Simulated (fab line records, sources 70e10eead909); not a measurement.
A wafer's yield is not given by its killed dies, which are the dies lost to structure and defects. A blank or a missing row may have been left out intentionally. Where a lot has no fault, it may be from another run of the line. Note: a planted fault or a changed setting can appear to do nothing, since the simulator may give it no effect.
fab line records	flow nand-harc
record lots=20	wafers=60	last-day=24
route steps=1159 shown A_STAIRCASE@727 A_SGD_CUT@747 A_SLIT@781
lots untouched by any fault: they come from a run of this same line in which no faults occurred
start-h: start of the lot's first displayed wafer, in hours after the record's first day	wait-h: hours since the lot's step before	" the same as in the row above	L1.1+2: a row that stands for several wafers	- either no value or no given start	* or withheld: withheld	< > ~ a bound
route shown NAME@n: a module of which the file shows steps, and the number in the route of the first	usual: average and standard deviation across the fault-free wafers	same: alike in all rows	chamber/n: place in a boat	sites: the reading at each site	_std_site: the standard deviation of these	_edge_site: the outer-site mean with the inner-site mean subtracted	radius-mm: how far each site lies from the wafer's centre	mask NAME#n: copy n	behind: the tool/chamber that last shaped the wafer	hold: what put the lot on hold/how long, in hours/how the hold closed	device: the n, p or np transistor that did not switch	end of line: the same wafers' tests at the end of the route	step lacking rows: just its recipe	killed: the dies lost at the first sort to structure and to defects; this is not the yield of the wafer	map: a wafer's dies, x killed, . not, _ none there
set.NAME: the setting the step ran with; set.NAME@STEP: the setting that earlier step ran with	model.NAME: the simulator's own value behind a step, which no gauge read
steps of the route over a sample of lots; a table a step, a row a wafer
services: when a tool's chamber went out of use (start-h, in hours from the record's first day, below 0 if earlier), for how many hours, and the reason
## steps
# step NHARC_A_STAIRCASE_ETCH_444
# recipe target-depth-a=1.02e+05	time-s=3400	c4f8-flow-sccm=20	o2-flow-sccm=10	ar-flow-sccm=withheld	rf-w=600	bias-w=1000	chemistry=C4F8/O2
# usual bias-w=1000/3.1	chamber-pressure-mTorr=24.997/0.025	oes-product-au=0.937/0.017	rf-fwd-power-W=599.8/1.6	rf-vpp-V=809/3.9
lot.wafer	tool	chamber	start-h	wait-h	bias-w	chamber-pressure-mTorr	oes-product-au	rf-fwd-power-W	rf-hours-counter-h	rf-vpp-V
L076.2	rie-diel-11	1	309.70	0.6	1000	24.979	0.943	600.8	41	811
L076.5	"	3	"	"	1000	24.975	0.922	598.4	-	807
L076.6	"	0	"	"	1000	25.007	0.954	601.2	-	800
L075.4	rie-diel-07	2	318.94	0.4	1002	24.999	0.942	601.8	22	808
L075.1	"	0	"	"	1001	25.014	0.913	600.8	27	804
L075.6	"	1	"	"	1002	25.025	0.915	598.7	-	807
L078.3	rie-diel-13	0	318.97	0.4	1003	25.003	0.947	597.9	11	814
L078.2	"	2	"	"	998	25.022	0.959	596.9	10	813
L078.6	"	3	"	"	997	24.981	0.935	600.2	-	813
L077.4	rie-diel-13	0	320.19	1.5	1000	25.007	0.941	600.1	13	814
L077.3	"	3	"	"	1000	25.068	0.938	602.2	12	812
L077.6	"	1	"	"	1000	25.011	0.947	602.0	-	812
L079.2	rie-diel-07	2	320.38	1.7	1003	25.049	0.953	600.4	24	808
L079.3	"	0	"	"	999	25.009	0.923	598.8	28	805
L079.6	"	1	"	"	1003	24.966	0.925	600.2	-	808
L081.3	rie-diel-13	0	328.84	0.2	996	24.986	0.923	603.2	18	814
L081.4	"	1	"	"	1000	25.017	0.917	600.7	16	813
L081.2	"	2	"	"	994	25.015	0.938	600.8	14	813
L080.3	rie-diel-07	0	328.86	0.1	1001	25.023	0.922	599.4	31	805
L080.1	"	2	"	"	998	25.007	0.950	599.6	29	805
L080.5	"	0	"	"	1005	24.958	0.925	599.4	-	805
L083.1	rie-diel-11	3	358.13	0.1	1002	24.982	0.914	599.6	61	807
L083.6	"	0	359.38	1.3	996	24.996	0.950	597.6	-	798
L083.5	"	1	"	"	1001	24.966	0.944	598.1	-	812
L084.2	rie-diel-07	3	378.88	0.3	1006	24.999	0.925	601.9	44	808
L084.3	"	1	"	"	997	24.971	0.919	601.7	49	806
L084.5	"	3	"	"	1002	24.970	0.916	600.5	-	807
L085.4	rie-diel-11	0	379.25	0.1	1000	24.967	0.985	602.3	2	800
L085.1	"	2	"	"	1000	25.043	0.959	601.9	2	808
L085.3	"	3	"	"	998	24.981	0.971	600.2	2	806
L086.3	rie-diel-13	0	379.50	0.6	1000	24.966	0.957	600.6	36	814
L086.5	"	2	"	"	1001	25.008	0.957	598.7	-	812
L086.6	"	3	"	"	999	25.030	0.950	601.1	-	812
L088.1	rie-diel-13	0	380.46	1.5	996	24.996	0.927	599.9	37	814
L088.5	"	0	"	"	1003	24.989	0.931	599.4	-	815
L088.6	"	1	"	"	1002	24.963	0.920	599.2	-	812
L087.2	rie-diel-13	3	387.96	0.3	1005	24.999	0.916	598.3	38	811
L087.1	"	1	"	"	999	25.011	0.920	596.7	40	813
L087.6	"	2	"	"	1001	25.005	0.939	600.4	-	810
L090.1	rie-diel-11	3	388.00	0.3	1000	24.983	0.945	598.9	4	805
L090.2	"	1	"	"	1004	25.004	0.969	597.4	6	811
L090.6	"	2	"	"	999	24.998	0.949	600.6	-	809
L089.2	rie-diel-07	2	392.69	0.8	1002	24.995	0.953	603.9	50	807
L089.5	"	3	"	"	998	25.022	0.921	600.0	-	808
L089.6	"	0	"	"	997	24.983	0.933	601.4	-	805
L091.4	rie-diel-07	2	397.17	0.1	1000	24.986	0.948	600.2	51	806
L091.3	"	3	"	"	999	24.974	0.914	600.5	54	810
L091.1	"	0	"	"	1007	24.989	0.924	601.3	57	804
L092.2	rie-diel-13	2	397.59	0.3	1002	24.955	0.946	600.2	40	812
L092.4	"	0	"	"	997	25.000	0.928	600.3	45	813
L092.5	"	2	"	"	1000	25.013	0.938	597.2	-	813
L093.3	rie-diel-11	3	398.81	1.3	997	24.986	0.933	599.0	-	806
L093.4	"	2	"	"	999	24.987	0.941	596.0	-	809
L093.5	"	3	"	"	997	24.956	0.930	600.1	-	805
L095.2	rie-diel-11	0	422.90	0.1	1005	25.023	0.932	600.7	14	800
L095.3	"	2	"	"	996	24.962	0.935	598.8	19	809
L095.5	"	1	"	"	1007	24.981	0.921	599.6	-	813
L097.3	rie-diel-07	3	434.25	0.3	1002	24.982	0.955	600.1	7	809
L097.2	"	2	"	"	997	25.052	0.966	602.8	7	807
L097.6	"	0	"	"	1000	24.947	0.954	599.3	-	805
# step NHARC_A_SGD_CUT_DEP_00
# recipe target-thk-a=500	temp-c=400	target-thk-nm=50	flow-sccm=200	rf-w=450	material=SiNx
# usual heater-power-w=691/88	rf-fwd-power-W=448.1/1.7
lot.wafer	tool	chamber	start-h	wait-h	heater-power-w	rf-fwd-power-W
L076.2	pecvd-03	0	314.18	0.1	590	449.7
L076.5	"	1	"	"	834	447.7
L076.6	"	2	"	"	699	446.1
L075.1	pecvd-03	1	323.71	0.1	725	447.6
L075.4	"	0	"	"	672	450.4
L075.6	"	1	"	"	734	448.2
L078.2	pecvd-02	0	323.82	0.1	740	448.8
L078.3	"	1	"	"	560	448.0
L078.6	"	1	"	"	545	447.2
L079.2	pecvd-03	1	325.13	0.1	833	449.8
L079.3	"	0	"	"	660	446.1
L079.6	"	1	"	"	827	449.0
L077.3	pecvd-01	0	325.31	0.1	815	445.0
L077.4	"	1	"	"	689	450.6
L077.6	"	0	"	"	832	446.6
L081.2	pecvd-03	1	333.84	0.1	813	445.2
L081.3	"	0	"	"	612	449.6
L081.4	"	0	"	"	603	451.2
L080.1	pecvd-01	1	334.09	0.1	649	447.6
L080.3	"	2	"	"	735	446.1
L080.5	"	0	"	"	728	446.2
L083.1	pecvd-01	1	363.70	0.1	699	446.8
L083.5	"	0	"	"	750	447.2
L083.6	"	2	"	"	698	445.9
L084.2	pecvd-03	1	383.68	0.1	780	448.4
L084.3	"	2	"	"	718	450.3
L084.5	"	1	"	"	787	448.2
L086.3	pecvd-01	1	384.00	0.1	601	447.5
L086.5	"	0	"	"	874	446.0
L086.6	"	1	"	"	615	445.8
L085.1	pecvd-01	1	384.22	0.1	631	450.9
L085.3	"	2	"	"	703	449.2
L085.4	"	2	"	"	701	449.1
L088.1	pecvd-03	1	385.66	0.1	888	448.7
L088.6	"	2	"	"	657	446.7
L088.5	"	1	"	"	835	446.9
L087.1	pecvd-03	0	392.70	0.1	635	451.1
L087.2	"	1	"	"	700	447.2
L087.6	"	1	"	"	700	447.3
L090.1	pecvd-02	1	392.85	0.1	550	447.4
L090.2	"	2	"	"	684	444.5
L090.6	"	1	"	"	534	449.4
L089.2	pecvd-03	1	396.92	0.1	805	447.6
L089.5	"	1	"	"	812	446.7
L089.6	"	2	"	"	791	448.3
L091.1	pecvd-02	0	402.19	0.1	670	446.7
L091.3	"	1	"	"	521	449.6
L091.4	"	1	"	"	511	448.2
L092.2	pecvd-03	2	402.42	0.1	753	448.6
L092.4	"	1	"	"	709	448.9
L092.5	"	2	"	"	740	448.7
L093.3	pecvd-02	1	404.33	0.1	559	450.4
L093.5	"	2	"	"	643	444.6
L093.4	"	0	"	"	615	449.6
L095.3	pecvd-03	0	428.67	0.1	577	448.4
L095.2	"	1	"	"	794	448.6
L095.5	"	0	"	"	597	450.2
L097.2	pecvd-02	2	439.43	0.1	643	449.3
L097.3	"	0	"	"	530	448.5
L097.6	"	0	"	"	558	451.0
# step NHARC_A_SGD_CUT_ETCH_15
# recipe target-depth-a=750	time-s=64.3	ch3f-flow-sccm=50	o2-flow-sccm=30	ar-flow-sccm=200	rf-w=500	bias-w=100	chemistry=CH3F/O2
# usual bias-w=100.05/0.28	chamber-pressure-mTorr=24.999/0.022	drypump-motor-current-A=5.7/0.38	oes-product-au=0.954/0.021	rf-fwd-power-W=495.4/1.9	rf-vpp-V=264.3/1.9	showerhead-plenum-p-Torr=2.48/0.11	throttle-valve-pct=20.663/0.0097
lot.wafer	tool	chamber	start-h	wait-h	bias-w	chamber-pressure-mTorr	drypump-motor-current-A	oes-product-au	rf-fwd-power-W	rf-hours-counter-h	rf-vpp-V	showerhead-plenum-p-Torr	throttle-valve-pct
L076.2	rie-diel-08	3	-	-	100.20	24.987	5.2	0.969	494.1	1	263.0	2.43	20.652
L076.6	"	2	"	"	100.24	24.958	5.0	0.961	496.2	-	263.8	2.46	20.657
L076.5	"	3	"	"	100.32	25.005	5.2	0.961	493.3	-	263.6	2.43	20.659
L075.1	rie-diel-08	3	-	-	99.89	25.004	5.2	0.961	496.2	2	263.8	2.43	20.661
L075.4	"	1	"	"	100.27	24.977	5.4	0.955	499.5	-	262.1	2.36	20.667
L075.6	"	2	"	"	100.20	25.007	5.1	0.963	499.1	-	262.7	2.46	20.660
L078.3	rie-diel-04	0	-	-	100.31	25.006	5.9	0.935	494.0	3	266.7	2.62	20.659
L078.2	"	1	"	"	100.12	24.975	5.8	0.923	500.9	3	263.0	2.38	20.682
L078.6	"	1	"	"	100.04	25.070	5.8	0.918	496.3	-	260.9	2.38	20.660
L079.2	rie-diel-02	2	-	-	100.21	24.991	5.9	0.942	498.8	17	261.9	2.33	20.664
L079.3	"	1	"	"	100.12	24.999	6.4	0.936	492.9	13	261.2	2.29	20.656
L079.6	"	2	"	"	100.09	25.000	5.9	0.942	496.0	-	262.1	2.33	20.652
L077.3	rie-diel-04	0	-	-	100.27	25.004	5.9	0.953	492.4	3	267.8	2.62	20.663
L077.4	"	1	"	"	99.92	25.014	5.7	0.951	494.5	3	263.2	2.38	20.674
L077.6	"	3	"	"	100.09	24.973	5.6	0.987	496.6	-	264.9	2.57	20.648
L081.2	rie-diel-04	2	-	-	100.00	24.950	6.0	0.928	497.5	6	265.9	2.57	20.665
L081.3	"	0	"	"	99.93	24.978	5.9	0.947	494.8	5	266.1	2.62	20.657
L081.4	"	1	"	"	100.31	25.032	5.8	0.946	497.5	5	262.9	2.38	20.674
L080.3	rie-diel-08	2	-	-	99.99	25.008	5.1	0.929	496.8	3	265.6	2.46	20.657
L080.1	"	3	"	"	99.87	24.996	5.2	0.934	495.9	3	263.5	2.43	20.677
L080.5	"	3	"	"	99.79	25.029	5.2	0.926	496.2	-	263.2	2.43	20.667
L083.1	rie-diel-04	0	-	-	100.30	24.985	5.9	0.965	492.5	8	268.1	2.62	20.639
L083.5	"	3	"	"	100.36	24.987	5.6	0.976	492.3	-	265.1	2.57	20.665
L083.6	"	0	"	"	100.37	24.979	5.9	0.961	492.3	-	266.9	2.62	20.663
L084.3	rie-diel-04	2	-	-	100.06	24.982	6.0	0.983	495.4	10	265.5	2.57	20.658
L084.2	"	1	"	"	100.33	25.012	5.8	0.941	498.4	9	262.0	2.37	20.656
L084.5	"	3	"	"	99.48	24.983	5.6	0.990	495.7	-	265.7	2.56	20.658
L085.3	rie-diel-08	3	-	-	100.41	25.072	5.2	0.930	497.1	7	263.9	2.43	20.678
L085.1	"	2	"	"	99.57	24.996	5.1	0.928	495.7	6	264.8	2.46	20.670
L085.4	"	2	"	"	100.25	24.986	5.1	0.920	495.9	-	263.5	2.46	20.666
L086.3	rie-diel-02	1	-	-	99.79	25.009	6.5	0.918	492.9	3	261.1	2.29	20.663
L086.6	"	3	"	"	100.45	24.968	6.0	0.911	492.2	-	266.1	2.57	20.657
L086.5	"	0	"	"	100.49	25.014	5.2	0.922	496.4	-	263.4	2.54	20.651
L088.1	rie-diel-04	3	-	-	99.73	24.997	5.6	0.988	496.2	10	265.7	2.56	20.672
L088.5	"	2	"	"	99.67	25.020	6.0	0.958	496.2	-	266.2	2.57	20.662
L088.6	"	3	"	"	99.31	24.993	5.6	0.992	496.4	-	265.5	2.56	20.664
L087.2	rie-diel-02	1	-	-	99.72	25.014	6.5	0.970	494.4	5	260.4	2.29	20.661
L087.1	"	2	"	"	100.39	24.991	5.9	0.974	495.4	5	260.9	2.33	20.671
L087.6	"	1	"	"	99.57	25.029	6.5	0.970	494.4	-	262.0	2.29	20.663
L090.1	rie-diel-04	2	-	-	99.85	25.020	6.0	0.976	494.7	11	266.3	2.57	20.654
L090.2	"	0	"	"	99.64	24.977	5.9	0.956	494.4	10	265.7	2.62	20.663
L090.6	"	2	"	"	100.27	25.001	6.0	0.981	493.1	-	265.2	2.57	20.676
L089.2	rie-diel-02	0	-	-	100.27	25.019	5.3	0.943	498.4	5	264.8	2.54	20.670
L089.6	"	0	"	"	100.04	25.026	5.3	0.945	496.8	-	265.3	2.54	20.665
L089.5	"	1	"	"	99.94	25.001	6.5	0.955	494.0	-	261.5	2.29	20.687
L091.4	rie-diel-02	3	-	-	100.01	24.978	6.0	0.954	493.6	6	264.5	2.57	20.678
L091.3	"	1	"	"	99.65	25.009	6.5	0.978	492.4	7	260.3	2.29	20.632
L091.1	"	2	"	"	100.64	24.977	5.9	0.977	494.6	7	262.2	2.33	20.683
L092.2	rie-diel-04	0	-	-	99.65	25.009	5.9	0.972	494.7	11	266.9	2.62	20.671
L092.4	"	2	"	"	100.08	24.966	6.0	0.953	495.3	12	264.9	2.57	20.667
L092.5	"	3	"	"	99.88	24.987	5.6	0.991	494.8	-	265.8	2.56	20.642
L093.4	rie-diel-04	2	-	-	99.93	25.026	6.0	0.976	495.1	13	265.4	2.57	20.661
L093.3	"	3	"	"	99.91	25.025	5.6	0.982	494.4	13	265.2	2.56	20.669
L093.5	"	0	"	"	100.09	25.030	5.9	0.954	493.3	-	267.0	2.61	20.661
L095.2	rie-diel-08	1	-	-	100.53	25.022	5.4	0.972	496.6	10	261.5	2.36	20.675
L095.3	"	3	"	"	100.56	25.014	5.2	0.981	496.3	10	262.6	2.43	20.669
L095.5	"	2	"	"	99.88	24.982	5.1	0.979	494.4	-	263.9	2.46	20.669
L097.3	rie-diel-02	2	-	-	100.39	24.955	5.9	0.961	493.8	11	261.4	2.32	20.644
L097.2	"	3	"	"	100.17	25.032	6.0	0.939	494.2	11	265.3	2.56	20.656
L097.6	"	3	"	"	99.77	24.953	6.0	0.945	494.9	-	265.4	2.56	20.661
# step NHARC_A_SGD_CUT_ETCH_16
# recipe target-depth-a=3105	time-s=155.2	c4f8-flow-sccm=withheld	o2-flow-sccm=8	ar-flow-sccm=withheld	rf-w=600	bias-w=800	chemistry=C4F8/O2/Ar
# usual bias-w=799.7/2.4	chamber-pressure-mTorr=25.000/0.02	oes-product-au=0.966/0.016	rf-fwd-power-W=597.6/2	rf-vpp-V=724/4.7
lot.wafer	tool	chamber	start-h	wait-h	bias-w	chamber-pressure-mTorr	oes-product-au	rf-fwd-power-W	rf-hours-counter-h	rf-vpp-V
L076.2	rie-diel-08	1	-	-	799.0	25.013	0.972	599.5	1	720
L076.6	"	3	"	"	799.6	24.988	0.968	595.2	-	722
L076.5	"	1	"	"	799.9	24.976	0.974	596.6	-	720
L075.1	rie-diel-08	2	-	-	804.5	24.976	0.982	597.7	2	723
L075.4	"	1	"	"	795.5	25.004	0.974	597.5	-	718
L075.6	"	3	"	"	801.9	25.008	0.979	599.1	-	722
L078.2	rie-diel-04	0	-	-	800.6	24.959	0.954	599.8	3	730
L078.3	"	3	"	"	801.1	25.051	0.964	595.5	4	727
L078.6	"	1	"	"	796.7	24.983	0.943	597.1	-	720
L079.3	rie-diel-02	0	-	-	802.1	25.006	0.962	600.9	18	727
L079.2	"	1	"	"	801.2	25.042	0.946	599.6	13	717
L079.6	"	0	"	"	801.1	25.000	0.969	594.8	-	725
L077.4	rie-diel-04	2	-	-	794.3	24.998	0.967	597.6	4	728
L077.3	"	1	"	"	799.2	24.970	0.947	599.1	4	719
L077.6	"	2	"	"	796.6	25.002	0.972	600.8	-	728
L081.3	rie-diel-04	2	-	-	799.4	24.997	0.951	598.6	6	728
L081.4	"	0	"	"	802.9	24.972	0.966	598.4	5	729
L081.2	"	1	"	"	795.9	25.000	0.947	598.1	5	720
L080.1	rie-diel-08	1	-	-	801.3	25.005	0.956	599.7	3	719
L080.3	"	2	"	"	799.6	24.976	0.947	601.7	3	722
L080.5	"	2	"	"	800.0	24.960	0.938	598.6	-	723
L083.1	rie-diel-04	1	-	-	800.2	24.967	0.967	598.0	8	719
L083.5	"	2	"	"	799.0	24.991	0.951	597.2	-	728
L083.6	"	3	"	"	799.5	24.983	0.974	600.2	-	727
L084.2	rie-diel-04	0	-	-	797.0	25.011	0.955	598.2	9	730
L084.3	"	3	"	"	801.6	25.002	1.000	596.2	10	729
L084.5	"	1	"	"	796.3	24.977	0.941	599.3	-	720
L085.1	rie-diel-08	3	-	-	800.7	25.018	0.956	597.9	7	723
L085.3	"	2	"	"	796.3	24.965	0.949	596.7	6	724
L085.4	"	3	"	"	799.7	25.018	0.950	599.3	-	721
L086.3	rie-diel-02	0	-	-	797.7	24.981	0.937	599.4	3	728
L086.6	"	2	"	"	799.9	25.001	0.954	600.6	-	717
L086.5	"	3	"	"	804.0	24.986	0.933	592.8	-	728
L088.1	rie-diel-04	2	-	-	797.1	25.027	0.967	596.6	11	728
L088.5	"	3	"	"	800.4	25.025	0.997	596.0	-	727
L088.6	"	0	"	"	799.9	25.007	0.972	595.7	-	730
L087.1	rie-diel-02	2	-	-	799.5	25.003	0.977	599.0	5	719
L087.2	"	1	"	"	801.9	25.016	0.960	599.1	5	717
L087.6	"	3	"	"	796.6	24.990	0.950	596.7	-	727
L090.2	rie-diel-04	3	-	-	796.0	25.034	1.002	597.5	11	727
L090.1	"	0	"	"	799.2	24.999	0.961	597.0	10	728
L090.6	"	1	"	"	797.8	25.017	0.967	599.2	-	719
L089.2	rie-diel-02	1	-	-	799.4	24.993	0.990	594.9	6	716
L089.5	"	2	"	"	795.0	24.990	0.996	599.4	-	718
L089.6	"	3	"	"	796.9	25.016	0.968	595.0	-	727
L091.3	rie-diel-02	2	-	-	799.7	24.974	0.982	596.8	7	717
L091.1	"	0	"	"	802.9	25.033	0.968	598.1	6	727
L091.4	"	1	"	"	802.9	24.971	0.979	594.6	7	715
L092.2	rie-diel-04	3	-	-	805.1	24.986	0.997	595.7	12	727
L092.4	"	2	"	"	799.6	24.984	0.967	596.5	12	727
L092.5	"	3	"	"	800.1	25.019	0.998	595.8	-	728
L093.4	rie-diel-04	0	-	-	797.0	24.987	0.964	594.1	11	730
L093.3	"	3	"	"	804.2	25.002	0.998	594.4	13	728
L093.5	"	0	"	"	796.6	25.005	0.964	593.8	-	729
L095.3	rie-diel-08	1	-	-	798.9	25.010	0.971	598.7	10	719
L095.2	"	2	"	"	803.6	24.996	0.978	597.1	9	723
L095.5	"	3	"	"	799.0	25.028	0.986	599.9	-	721
L097.2	rie-diel-02	0	-	-	801.6	25.014	0.965	598.2	9	726
L097.3	"	3	"	"	801.3	25.043	0.961	598.1	11	727
L097.6	"	0	"	"	801.5	25.004	0.956	600.0	-	728
# step NHARC_A_SLIT_DEP_23
# recipe target-thk-a=1000	target-thk-nm=100	temp-c=400	pressure-torr=3.5	flow-sccm=200	rf-w=350	material=SiON
# usual chamber-pressure-Torr=3.499/0.0082	heater-power-w=760/83	rf-fwd-power-W=348.4/1.2
lot.wafer	tool	chamber	start-h	wait-h	chamber-pressure-Torr	heater-power-w	rf-fwd-power-W
L076.2	pecvd-01	1	324.68	1.4	3.513	714	348.0
L076.5	"	2	"	"	3.501	770	347.6
L076.6	"	0	"	"	3.504	838	348.8
L079.3	pecvd-03	2	334.42	1.0	3.513	667	347.2
L079.2	"	0	"	"	3.501	626	347.6
L079.6	"	1	"	"	3.487	847	348.4
L075.1	pecvd-01	1	334.46	1.7	3.498	616	348.9
L075.6	"	1	"	"	3.492	653	349.1
L075.4	"	0	"	"	3.503	886	348.2
L077.3	pecvd-03	0	334.62	1.1	3.494	610	348.1
L077.4	"	0	"	"	3.492	611	349.4
L077.6	"	1	"	"	3.500	838	347.7
L078.2	pecvd-03	1	336.35	1.3	3.490	853	347.6
L078.3	"	2	"	"	3.494	694	346.9
L078.6	"	0	"	"	3.496	706	349.4
L081.2	pecvd-03	1	343.79	1.3	3.493	881	347.1
L081.3	"	0	"	"	3.494	622	348.9
L081.4	"	1	"	"	3.485	874	349.5
L080.1	pecvd-04	0	344.39	1.6	3.506	769	348.6
L080.3	"	2	"	"	3.497	709	347.4
L080.5	"	1	"	"	3.503	875	350.5
L083.1	pecvd-03	1	376.01	1.7	3.499	867	348.3
L083.5	"	0	"	"	3.507	733	349.1
L083.6	"	1	"	"	3.510	857	346.6
L086.3	pecvd-01	0	393.95	1.0	3.508	797	347.8
L086.5	"	0	"	"	3.489	784	345.6
L086.6	"	2	"	"	3.512	691	349.0
L084.2	pecvd-04	1	394.75	1.3	3.497	733	347.6
L084.3	"	0	"	"	3.495	835	349.7
L084.5	"	2	"	"	3.509	641	351.2
L088.1	pecvd-03	2	395.68	1.7	3.484	681	349.4
L088.6	"	0	"	"	3.512	721	350.2
L088.5	"	1	"	"	3.514	845	348.2
L085.1	pecvd-03	0	395.89	1.7	3.499	606	349.9
L085.3	"	1	"	"	3.498	759	348.7
L085.4	"	2	"	"	3.489	812	346.7
L087.1	pecvd-03	2	405.04	1.7	3.494	765	347.8
L087.2	"	1	"	"	3.506	874	349.1
L087.6	"	1	"	"	3.497	885	348.9
L090.1	pecvd-04	2	405.62	1.7	3.504	702	350.5
L090.2	"	0	"	"	3.493	761	348.3
L090.6	"	2	"	"	3.514	689	349.9
L089.2	pecvd-01	0	411.04	1.3	3.504	804	349.2
L089.6	"	1	"	"	3.502	740	348.4
L089.5	"	2	"	"	3.492	676	348.5
L092.2	pecvd-04	2	414.86	1.3	3.513	615	349.3
L092.5	"	2	"	"	3.509	624	349.6
L092.4	"	1	"	"	3.489	868	347.1
L091.3	pecvd-03	1	415.97	1.0	3.487	868	347.2
L091.1	"	2	"	"	3.503	779	347.2
L091.4	"	2	"	"	3.487	801	347.9
L093.3	pecvd-04	0	416.84	1.0	3.495	775	348.3
L093.4	"	2	"	"	3.501	648	350.2
L093.5	"	0	"	"	3.497	794	347.6
L095.2	pecvd-03	0	438.41	1.4	3.507	695	349.6
L095.3	"	1	"	"	3.496	851	348.2
L095.5	"	1	"	"	3.491	846	348.9
L097.3	pecvd-04	0	449.86	1.0	3.516	758	349.2
L097.2	"	1	"	"	3.502	878	350.2
L097.6	"	2	"	"	3.488	713	350.4
# step NHARC_A_SLIT_STRIP_18
# recipe o2-flow-sccm=500	ar-flow-sccm=0	bias-w=0	chemistry=O2
# usual chamber-pressure-mTorr=60.00/0.052	drypump-motor-current-A=5.7/0.46	oes-product-au=1.000/0.0098	rf-vpp-V=58.0/0.95	showerhead-plenum-p-Torr=3.58/0.13	throttle-valve-pct=17.035/0.0093
# same bias-w=0
lot.wafer	tool	chamber	start-h	wait-h	chamber-pressure-mTorr	drypump-motor-current-A	oes-product-au	rf-hours-counter-h	rf-vpp-V	showerhead-plenum-p-Torr	throttle-valve-pct
L076.2	rie-diel-03	3	-	-	59.91	5.7	0.988	11	56.9	3.37	17.027
L076.6	"	3	"	"	59.96	5.8	0.980	-	56.6	3.37	17.029
L076.5	"	0	"	"	60.01	6.1	0.998	-	58.7	3.65	17.023
L079.2	rie-diel-03	3	-	-	60.01	5.8	0.993	12	57.6	3.37	17.033
L079.3	"	2	"	"	60.03	5.5	0.999	9	58.0	3.45	17.027
L079.6	"	3	"	"	60.11	5.8	0.986	-	57.0	3.37	17.028
L075.1	rie-diel-09	0	-	-	59.94	5.3	1.008	4	57.1	3.59	17.044
L075.4	"	2	"	"	60.02	6.0	0.993	3	56.2	3.42	17.021
L075.6	"	0	"	"	59.98	5.2	1.003	-	57.3	3.59	17.022
L077.3	rie-diel-09	2	-	-	59.97	6.0	0.990	3	58.0	3.42	17.043
L077.4	"	3	"	"	59.98	6.3	0.998	4	58.3	3.72	17.036
L077.6	"	1	"	"	59.90	5.7	1.001	-	57.0	3.66	17.023
L078.2	rie-diel-01	2	-	-	59.98	5.8	1.002	1	58.3	3.52	17.030
L078.3	"	3	"	"	59.99	5.9	0.994	1	58.8	3.51	17.033
L078.6	"	1	"	"	59.93	5.6	0.995	-	58.3	3.53	17.019
L081.3	rie-diel-01	3	-	-	59.91	5.8	0.985	1	57.5	3.51	17.030
L081.2	"	0	"	"	60.00	6.5	0.999	2	58.0	3.77	17.028
L081.4	"	1	"	"	60.02	5.5	1.000	2	58.6	3.53	17.021
L080.1	rie-diel-03	1	-	-	59.93	4.7	1.009	8	59.0	3.76	17.048
L080.3	"	2	"	"	60.10	5.6	1.001	10	59.1	3.45	17.035
L080.5	"	1	"	"	59.96	4.7	1.012	-	60.3	3.76	17.036
L083.1	rie-diel-09	3	-	-	60.04	6.3	1.007	7	57.2	3.72	17.044
L083.5	"	0	"	"	59.97	5.3	1.014	-	59.9	3.59	17.049
L083.6	"	1	"	"	59.98	5.7	0.998	-	58.2	3.66	17.028
L086.3	rie-diel-01	3	-	-	60.08	5.8	0.995	4	56.6	3.51	17.039
L086.5	"	2	"	"	60.03	5.7	1.009	-	58.2	3.52	17.036
L086.6	"	3	"	"	60.10	5.8	0.995	-	56.6	3.51	17.039
L084.3	rie-diel-01	3	-	-	60.06	5.8	0.989	4	56.8	3.51	17.028
L084.2	"	2	"	"	60.01	5.8	1.013	7	57.5	3.52	17.010
L084.5	"	3	"	"	60.03	5.8	0.996	-	56.4	3.51	17.013
L085.1	rie-diel-01	2	-	-	60.09	5.8	1.020	7	58.8	3.52	17.054
L085.3	"	3	"	"	60.05	5.8	0.997	4	57.2	3.51	17.051
L085.4	"	0	"	"	60.04	6.5	0.990	5	58.7	3.77	17.042
L088.1	rie-diel-09	1	-	-	60.05	5.6	1.000	9	56.4	3.66	17.046
L088.5	"	2	"	"	60.01	6.0	1.005	-	56.8	3.42	17.029
L088.6	"	3	"	"	60.02	6.3	1.000	-	58.3	3.72	17.043
L087.2	rie-diel-03	0	-	-	60.06	6.1	1.011	1	59.0	3.65	17.032
L087.1	"	2	"	"	60.08	5.6	0.978	2	56.6	3.45	17.032
L087.6	"	3	"	"	60.10	5.7	1.010	-	57.6	3.36	17.025
L090.1	rie-diel-03	1	-	-	59.89	4.7	1.000	2	57.5	3.76	17.046
L090.2	"	0	"	"	60.02	6.1	1.015	1	59.5	3.65	17.026
L090.6	"	1	"	"	59.99	4.7	0.995	-	60.1	3.76	17.052
L089.2	rie-diel-03	0	-	-	59.94	6.1	1.012	2	57.9	3.65	17.034
L089.6	"	0	"	"	59.98	6.1	1.002	-	58.2	3.65	17.036
L089.5	"	1	"	"	60.04	4.7	0.998	-	58.3	3.76	17.031
L092.2	rie-diel-03	3	-	-	60.06	5.8	1.005	2	57.5	3.36	17.024
L092.5	"	0	"	"	60.06	6.0	0.998	-	59.0	3.65	17.034
L092.4	"	3	"	"	59.95	5.8	0.990	-	57.2	3.37	17.036
L091.4	rie-diel-01	3	-	-	60.02	5.8	0.990	6	55.9	3.51	17.039
L091.1	"	0	"	"	60.09	6.5	1.001	7	58.3	3.77	17.037
L091.3	"	2	"	"	60.04	5.8	1.014	8	57.7	3.52	17.040
L093.4	rie-diel-09	1	-	-	59.95	5.7	0.992	10	58.1	3.66	17.034
L093.3	"	3	"	"	60.03	6.3	0.985	10	58.3	3.72	17.042
L093.5	"	1	"	"	60.03	5.7	1.001	-	58.8	3.66	17.034
L095.2	rie-diel-03	2	-	-	60.08	5.5	0.989	3	56.5	3.45	17.048
L095.3	"	3	"	"	59.98	5.8	1.010	3	56.9	3.37	17.017
L095.5	"	1	"	"	60.02	4.7	1.012	-	58.2	3.76	17.048
L097.3	rie-diel-01	2	-	-	59.97	5.8	1.004	12	59.4	3.52	17.030
L097.2	"	0	"	"	60.04	6.4	1.003	9	57.8	3.77	17.041
L097.6	"	3	"	"	59.90	5.8	1.003	-	57.6	3.51	17.042
## services
tool	chamber	start-h	hours	kind
rie-diel-04	-	288.90	9.0	pm
pecvd-03	-	292.00	13.0	pm
rie-diel-08	2	299.10	5.9	repair
rie-diel-08	-	302.21	9.0	pm
rie-diel-01	-	315.09	9.0	pm
rie-diel-13	-	315.34	0.5	repair
pecvd-03	2	323.62	6.0	repair
rie-diel-02	-	327.75	9.0	pm
rie-diel-08	-	344.57	1.2	repair
pecvd-03	0	350.21	9.9	repair
pecvd-01	-	355.14	1.0	repair
rie-diel-08	2	363.32	9.3	repair
rie-diel-04	0	388.92	2.6	repair
rie-diel-03	-	392.30	9.0	pm
rie-diel-08	2	402.20	1.2	repair
rie-diel-03	2	412.36	15.5	repair
pecvd-01	0	414.26	6.1	repair
pecvd-01	-	418.23	13.0	pm
pecvd-03	1	423.89	2.6	repair
rie-diel-08	0	425.46	6.6	repair
rie-diel-04	3	425.97	5.8	repair
rie-diel-02	0	427.68	8.7	repair
rie-diel-08	3	430.41	19.8	repair
rie-diel-08	-	441.94	10.0	repair
## key
fault none
